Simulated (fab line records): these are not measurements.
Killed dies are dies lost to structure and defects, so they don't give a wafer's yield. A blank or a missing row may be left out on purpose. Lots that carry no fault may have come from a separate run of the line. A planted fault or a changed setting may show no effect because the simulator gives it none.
Matching of chambers -- flow n5-finfet -- 3 sister chambers for N5_BEOL_M7_PECVD_70 on pecvd-01
The step deposits SiO2 from TEOS/O2, target thk 20 nm, time 22.7 s. 24 wafers are shown with their chamber, then 12 later ones without.

== WAFERS PAIRED WITH THEIR CHAMBERS ==
wafer,chamber,showerhead-plenum-p-Torr (Torr),throttle-valve-pct (%),heater-power-w (W)
L075.1,0,8.74,22.4,757
L075.2,1,8.90,22.6,667
L075.5,1,8.90,22.8,667
L077.3,0,8.74,22.2,766
L077.5,0,8.75,22.4,767
L077.6,1,8.91,22.8,624
L078.1,0,8.76,22.5,728
L078.4,0,8.75,22.6,734
L078.5,1,8.89,22.8,657
L079.1,0,8.75,22.2,774
L079.3,2,8.70,21.3,647
L079.5,1,8.91,22.9,598
L080.2,0,8.75,22.5,747
L080.5,2,8.70,21.2,649
L080.6,1,8.88,22.7,652
L082.1,1,8.91,22.7,590
L082.3,0,8.76,22.2,765
L082.5,0,8.74,22.3,760
L083.2,1,8.90,22.9,648
L083.5,0,8.74,22.5,759
L083.6,1,8.91,22.6,643
L088.2,2,8.68,21.4,572
L088.3,1,8.88,22.8,654
L088.5,0,8.76,22.5,716

SIGNATURES (averages over the wafers above)
reading,chamber 0,chamber 1,chamber 2,scatter within a chamber
showerhead-plenum-p-Torr,8.7491,8.8990,8.6933,0.0103
throttle-valve-pct,22.391,22.760,21.300,0.126
heater-power-w,752.09,640.00,622.67,25.8
Rule: for a wafer and a chamber, the distance is found by dividing, reading by reading, the gap between the wafer's reading and the chamber's mean by the reading's scatter, squaring, summing and taking the root. If the next closest chamber is less than 2 further off than the closest, the wafer can't be placed; otherwise it belongs to the closest. The scatter: the root of (the sum of the squares of (reading less its chamber's mean) over the shown wafers, divided by (wafers less chambers)).

== WAFERS WHOSE CHAMBER IS MISSING ==
wafer,showerhead-plenum-p-Torr (Torr),throttle-valve-pct (%),heater-power-w (W)
L090.1,8.75,22.4,722
L090.2,8.92,22.6,644
L090.3,8.70,21.5,564
L089.1,8.91,22.8,588
L089.2,8.73,22.5,634
L089.4,8.75,22.7,652
L092.4,8.74,22.4,767
L092.5,8.69,21.5,562
L092.6,8.91,22.6,681
L096.1,8.74,22.6,739
L096.3,8.70,21.3,663
L096.4,8.74,22.3,725

== WHICH CHAMBER EACH WENT THROUGH ==
wafer,from the rows above,in truth
L090.1,0,0
L090.2,1,1
L090.3,2,2
L089.1,1,1
L089.2,0,0
L089.4,0,0
L092.4,0,0
L092.5,2,2
L092.6,1,1
L096.1,0,0
L096.3,2,2
L096.4,0,0
Placed correctly: 12 of 12. Not placeable from these rows: 0. 0 placed wrongly.
